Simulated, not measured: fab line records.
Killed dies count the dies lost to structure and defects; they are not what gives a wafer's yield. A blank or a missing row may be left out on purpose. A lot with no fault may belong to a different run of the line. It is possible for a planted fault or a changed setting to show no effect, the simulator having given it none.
Struck lot and sound lot, side by side -- flow n5-finfet -- 15 out of 1938 route steps
Sound: wafers L724.1, L724.3, L724.5. The struck wafers were L732.2, L732.3, L732.6. The cause is given at the end.
Each step with rows lists, per side, the tool, then ch with its chambers, then its first start. Under that, the readings that differ: sound wafers -- struck wafers -- difference of the means -- sigmas: that difference in standard deviations of wafers without a fault.
alike: readings whose means differ by less than 2 such deviations, and words and numbers that are the same on both sides. not compared: withheld readings, readings that some wafer has no value for, bounds like >300 that may hide the same value, and numbers for which the record gives no deviation and whose values overlap.
The two part at a step that has a row with sigmas, a row that says differs or no value, or rows on one side only. Numbers that have no deviation but don't overlap get no sigmas and don't part them. Lack of a reading on every wafer of one side parts them only where that side has two or more wafers.

N5_MOL_CONTACT_COAG_VIA_ETCH_117: etches SiO2 in C4F6/O2, target depth 40 nm, overetch 8 nm, time 26 s.
  sound on rie-diel-04 ch 1,3, day 7 10:30; struck on rie-diel-03 ch 1,2, day 9 08:47
  alike: C4F6_flow_sccm, drypump-motor-current-A, oes-product-au, rf-vpp-V, showerhead-plenum-p-Torr, throttle-valve-pct
  not compared: rf-hours-counter-h
N5_MOL_CONTACT_COAG_ETCH_124: etches SiNx in CH3F/O2, stops on SiOC, target depth 6.5 nm.
  sound on rie-diel-04 ch 1,3, day 7 10:32; struck on rie-diel-03 ch 1,2, day 9 08:48
  alike: CH3F_flow_sccm, drypump-motor-current-A, oes-product-au, rf-vpp-V, showerhead-plenum-p-Torr, throttle-valve-pct
  not compared: rf-hours-counter-h
N5_MOL_CONTACT_COAG_ETCH_48: etches SiOC in C4F6/O2, target depth 15 nm, overetch 4.5 nm, time 17 s.
  sound on rie-diel-04 ch 1,3, day 7 10:34; struck on rie-diel-03 ch 1,2, day 9 08:50
  alike: C4F6_flow_sccm, drypump-motor-current-A, oes-product-au, rf-vpp-V, showerhead-plenum-p-Torr, throttle-valve-pct
  not compared: rf-hours-counter-h
then, 1 step without rows for these wafers: N5_MOL_CONTACT_COAG_STRIP_72 (strips in N2/H2).
N5_MOL_CONTACT_COAG_STRIP_49: strips in N2/H2, time 30 s.
  sound on plasma-asher-01 ch 0,1, day 7 10:43; struck on plasma-asher-02 ch 0,1, day 9 08:59
  alike: drypump-motor-current-A, heater-power-w
  not compared: rf-hours-counter-h
then, 2 steps without rows for these wafers: N5_MOL_CONTACT_COAG_PRECLEAN_138 (cleans in alkaline clean, time 60 s); N5_MOL_CONTACT_COAG_SRD_139 (time 30 s).
N5_MOL_CONTACT_COAG_CD_MEAS_101: target cd 16 nm.
  struck on cd-sem-03, day 9 09:08; sound on cd-sem-03, day 7 10:51
  alike: cd-nm
then, 1 step without rows for these wafers: N5_MOL_CONTACT_COAG_PRE_CLEAN_121.
N5_MOL_CONTACT_COAG_CVD_140: deposits W, target thk 66.5 nm, time 215 s.
  sound on cvd-w-02 ch 0, day 7 10:59; struck on cvd-w-02 ch 0,1, day 9 09:16
  alike: heater-power-w
then, 2 steps without rows for these wafers: N5_MOL_CONTACT_COAG_PRECLEAN_127 (cleans in DIW, time 57.5 s); N5_MOL_CONTACT_COAG_SRD_128 (dry time 32 s).
N5_MOL_CONTACT_COAG_CMP_52: polishes, stops on SiO2, t overpolish 1.5 s, target thk 66.5 nm.
  sound on cmp-01 ch 0,2,3, day 7 11:19; struck on cmp-01 ch 0,2, day 9 09:35
reading,sound,struck,difference,sigmas
platen-rpm (rpm),50.26 50.26 50.27,48.28 48.29 48.23,-2.00,-59
  alike: motor-current-A, overpolish-run-s, time-to-endpoint-s
N5_MOL_CONTACT_COAG_THK_MEAS_53:
  struck on film-metro-02, day 9 09:52; sound on film-metro-01, day 7 11:36
  alike: VIA_MOL_THK
-- a jump in the record: the struck wafers' starts before and after are 7 days apart (it breaks off in module MOL_CONTACT_COAG and resumes in module PASSIVATION, where the first step shown is number 1936 of the route) --
N5_PASSIVATION_PROBE_49:
  struck on prober-01, day 16 21:37; sound on prober-02, day 14 19:34
  alike: killed_at_M0_to_M3, killed_at_M4_up, killed-at-contacts, killed-at-front-end, killed-at-other, killed-dies, killed-open, killed-short

## WHERE THEY PART
Within this record, at N5_MOL_CONTACT_COAG_CMP_52 only. Later steps at which nothing parts them and some readings are alike: N5_MOL_CONTACT_COAG_THK_MEAS_53, N5_PASSIVATION_PROBE_49.

WHY: the cause the simulator had injected
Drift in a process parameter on cmp-01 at N5_MOL_CONTACT_COAG_CMP_52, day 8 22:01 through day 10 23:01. A move of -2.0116 in setting platen-rpm, from 50.289. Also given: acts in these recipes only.
